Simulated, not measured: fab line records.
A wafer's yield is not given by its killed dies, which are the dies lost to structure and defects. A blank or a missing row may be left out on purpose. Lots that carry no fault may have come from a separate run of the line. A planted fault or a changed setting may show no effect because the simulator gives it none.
Matching of chambers / flow n5Finfet / N5_BEOL_M0_SAQP_STRIP_86 on rieDiel-03: 3 sister chambers
The step strips in N2/H2. 14 wafers are shown with their chamber, then 6 later ones without.

## WAFERS PAIRED WITH THEIR CHAMBERS
wafer=L074.2; chamber=1; drypumpMotorCurrentA (A)=6.0; throttleValvePct (%)=19.22; oesProductAu (a.u.)=0.93
wafer=L074.3; chamber=0; drypumpMotorCurrentA (A)=6.4; throttleValvePct (%)=18.86; oesProductAu (a.u.)=0.75
wafer=L074.5; chamber=3; drypumpMotorCurrentA (A)=5.6; throttleValvePct (%)=18.85; oesProductAu (a.u.)=0.73
wafer=L084.1; chamber=3; drypumpMotorCurrentA (A)=5.6; throttleValvePct (%)=18.89; oesProductAu (a.u.)=0.69
wafer=L084.3; chamber=0; drypumpMotorCurrentA (A)=6.4; throttleValvePct (%)=18.88; oesProductAu (a.u.)=0.72
wafer=L084.4; chamber=1; drypumpMotorCurrentA (A)=6.0; throttleValvePct (%)=19.28; oesProductAu (a.u.)=0.88
wafer=L086.1; chamber=3; drypumpMotorCurrentA (A)=5.6; throttleValvePct (%)=18.91; oesProductAu (a.u.)=0.69
wafer=L086.2; chamber=0; drypumpMotorCurrentA (A)=6.4; throttleValvePct (%)=18.89; oesProductAu (a.u.)=0.73
wafer=L086.6; chamber=1; drypumpMotorCurrentA (A)=6.1; throttleValvePct (%)=19.25; oesProductAu (a.u.)=0.89
wafer=L087.3; chamber=3; drypumpMotorCurrentA (A)=5.6; throttleValvePct (%)=18.91; oesProductAu (a.u.)=0.70
wafer=L087.5; chamber=0; drypumpMotorCurrentA (A)=6.4; throttleValvePct (%)=18.88; oesProductAu (a.u.)=0.74
wafer=L087.6; chamber=1; drypumpMotorCurrentA (A)=6.1; throttleValvePct (%)=19.28; oesProductAu (a.u.)=0.88
wafer=L091.1; chamber=1; drypumpMotorCurrentA (A)=6.1; throttleValvePct (%)=19.28; oesProductAu (a.u.)=0.89
wafer=L091.2; chamber=3; drypumpMotorCurrentA (A)=5.6; throttleValvePct (%)=18.90; oesProductAu (a.u.)=0.69

SIGNATURES (averages over the wafers above)
reading=drypumpMotorCurrentA; chamber 0=6.400; chamber 1=6.060; chamber 3=5.600; scatter within a chamber=0.033
reading=throttleValvePct; chamber 0=18.8775; chamber 1=19.2620; chamber 3=18.8920; scatter within a chamber=0.023
reading=oesProductAu; chamber 0=0.7350; chamber 1=0.8940; chamber 3=0.7000; scatter within a chamber=0.0176
Rule: a wafer's distance from a chamber is the root of the sum, over the readings, of the square of ((its reading less the chamber's mean) divided by the reading's scatter). If the next closest chamber is less than 2 further off than the closest, the wafer can't be placed; otherwise it belongs to the closest. The scatter: take each reading less its chamber's mean, square it, sum over the shown wafers, divide by the number of wafers less the number of chambers, and take the root.

## WAFERS WITHOUT THEIR CHAMBER
wafer=L091.4; drypumpMotorCurrentA (A)=6.4; throttleValvePct (%)=18.88; oesProductAu (a.u.)=0.72
wafer=L092.2; drypumpMotorCurrentA (A)=5.6; throttleValvePct (%)=18.94; oesProductAu (a.u.)=0.69
wafer=L092.6; drypumpMotorCurrentA (A)=6.3; throttleValvePct (%)=18.89; oesProductAu (a.u.)=0.73
wafer=L097.2; drypumpMotorCurrentA (A)=6.0; throttleValvePct (%)=19.29; oesProductAu (a.u.)=0.86
wafer=L097.5; drypumpMotorCurrentA (A)=6.4; throttleValvePct (%)=18.90; oesProductAu (a.u.)=0.71
wafer=L097.6; drypumpMotorCurrentA (A)=6.1; throttleValvePct (%)=19.27; oesProductAu (a.u.)=0.85

## WHICH CHAMBER EACH ONE RAN IN
wafer=L091.4; from the rows above=0; in truth=0
wafer=L092.2; from the rows above=3; in truth=3
wafer=L092.6; from the rows above=0; in truth=0
wafer=L097.2; from the rows above=1; in truth=1
wafer=L097.5; from the rows above=0; in truth=0
wafer=L097.6; from the rows above=1; in truth=1
Placed correctly: 6 of 6. Can't be placed from these rows: 0. Placed wrongly: 0.
